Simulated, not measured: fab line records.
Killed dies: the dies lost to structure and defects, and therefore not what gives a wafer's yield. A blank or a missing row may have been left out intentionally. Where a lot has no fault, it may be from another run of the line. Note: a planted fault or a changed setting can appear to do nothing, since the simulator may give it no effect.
What tool caused it? -- flow nand-harc -- route of 1302 steps, sampled at 1 step: 12 lots, 36 wafers

== WHAT THE GAUGES READ, wafer by wafer ==
NHARC_P_BONDPAD_OVL_MEAS_38.
lot,measured,on,overlay-x-nm (nm)
L075,day 7 08:49,overlay-01,4 4 5
L077,day 7 21:11,overlay-01,-10 -10 -10
L079,day 8 17:56,overlay-02,1 1 1
L081,day 9 10:11,overlay-02,-5 -5 -5
L083,day 10 10:33,overlay-02,-6 -6 -5
L085,day 11 03:49,overlay-01,-6 -6 -6
L087,day 11 23:49,overlay-01,-8 -9 -9
L088,day 12 20:43,overlay-01,3 3 3
L091,day 13 20:45,overlay-01,-8 -9 -8
L094,day 14 23:04,overlay-02,8 8 8
L095,day 15 19:15,overlay-01,2 1 1
L097,day 16 14:08,overlay-01,12 11 12

== WHICH TOOL RAN EACH LOT (tool, then ch and the chambers of the sampled wafers, then the start) ==
There is no process step in the record ahead of these readings.

== THE ANSWER, worked out from the rows above alone ==
Rule: what is usual is taken from the lots themselves. Put in order of their means at a reading, lots are off if they are a third of the lots or fewer, leave a main group of 4 or more, and stand apart from it by a gap of 3 or more times the standard deviation of the main group's means; of several such gaps the widest counts. If all means in a main group match to the digits the tables above print for the reading, that group is not used. Also off: a lot with no number at a reading for which 4 or more lots have one. The other lots that the step has rows for count as sound.
None of the lots is off at any reading shown; this tells nothing.

== WHAT THE SIMULATOR PUT IN ==
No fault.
